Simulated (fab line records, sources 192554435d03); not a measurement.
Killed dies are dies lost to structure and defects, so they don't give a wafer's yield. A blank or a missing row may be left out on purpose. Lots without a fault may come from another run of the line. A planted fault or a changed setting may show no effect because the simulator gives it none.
Chamber matching | flow n5_finfet | N5_SD_EPI_P_ETCHBACK_46 on rie_diel-03: 4 sister chambers
The step etches SiNx in CH3F/O2, stops on SiO2, target depth 17.5 nm. 16 wafers are shown with their chamber, then 8 later ones without.

WAFERS WITH THEIR CHAMBER
wafer  | chamber | showerhead_plenum_p_Torr (Torr) | rf_vpp_V (V) | throttle_valve_pct (%)
L074.1 | 3       | 1.91                            | 281          | 16.31
L074.3 | 2       | 1.89                            | 295          | 16.63
L074.5 | 1       | 2.09                            | 300          | 16.62
L080.1 | 0       | 2.07                            | 312          | 16.32
L080.5 | 1       | 2.09                            | 300          | 16.65
L080.6 | 0       | 2.07                            | 313          | 16.34
L081.1 | 2       | 1.88                            | 296          | 16.65
L081.5 | 3       | 1.91                            | 280          | 16.35
L081.6 | 0       | 2.07                            | 313          | 16.32
L083.1 | 1       | 2.08                            | 299          | 16.65
L083.2 | 3       | 1.91                            | 280          | 16.36
L083.5 | 3       | 1.91                            | 278          | 16.35
L085.1 | 0       | 2.06                            | 312          | 16.35
L085.2 | 1       | 2.08                            | 301          | 16.67
L085.6 | 1       | 2.08                            | 301          | 16.66
L090.2 | 3       | 1.90                            | 281          | 16.37

SIGNATURES (means of the wafers above)
reading                  | chamber 0 | chamber 1 | chamber 2 | chamber 3 | scatter within a chamber
showerhead_plenum_p_Torr | 2.0675    | 2.0840    | 1.8850    | 1.9080    | 0.0052
rf_vpp_V                 | 312.50    | 300.20    | 295.50    | 280.00    | 0.926
throttle_valve_pct       | 16.3325   | 16.6500   | 16.6400   | 16.3480   | 0.0191
Rule: a wafer's distance from a chamber is the root of the sum, over the readings, of the square of ((its reading less the chamber's mean) divided by the reading's scatter). The wafer belongs to the nearest chamber; if the next one is less than 2 further off, it can't be placed. The scatter: the root of (the sum of the squares of (reading less its chamber's mean) over the shown wafers, divided by (wafers less chambers)).

WAFERS WITHOUT THEIR CHAMBER
wafer  | showerhead_plenum_p_Torr (Torr) | rf_vpp_V (V) | throttle_valve_pct (%)
L090.4 | 1.88                            | 293          | 16.68
L090.6 | 1.88                            | 295          | 16.69
L093.1 | 1.90                            | 279          | 16.39
L093.2 | 2.08                            | 300          | 16.70
L093.3 | 2.06                            | 311          | 16.36
L095.1 | 1.87                            | 294          | 16.70
L095.3 | 1.90                            | 280          | 16.39
L095.6 | 1.87                            | 295          | 16.69

WHICH CHAMBER EACH WENT THROUGH
wafer  | from the rows above | in truth
L090.4 | 2                   | 2
L090.6 | 2                   | 2
L093.1 | 3                   | 3
L093.2 | 1                   | 1
L093.3 | 0                   | 0
L095.1 | 2                   | 2
L095.3 | 3                   | 3
L095.6 | 2                   | 2
Placed correctly: 8 of 8. Can't be placed from these rows: 0. Placed wrongly: 0.
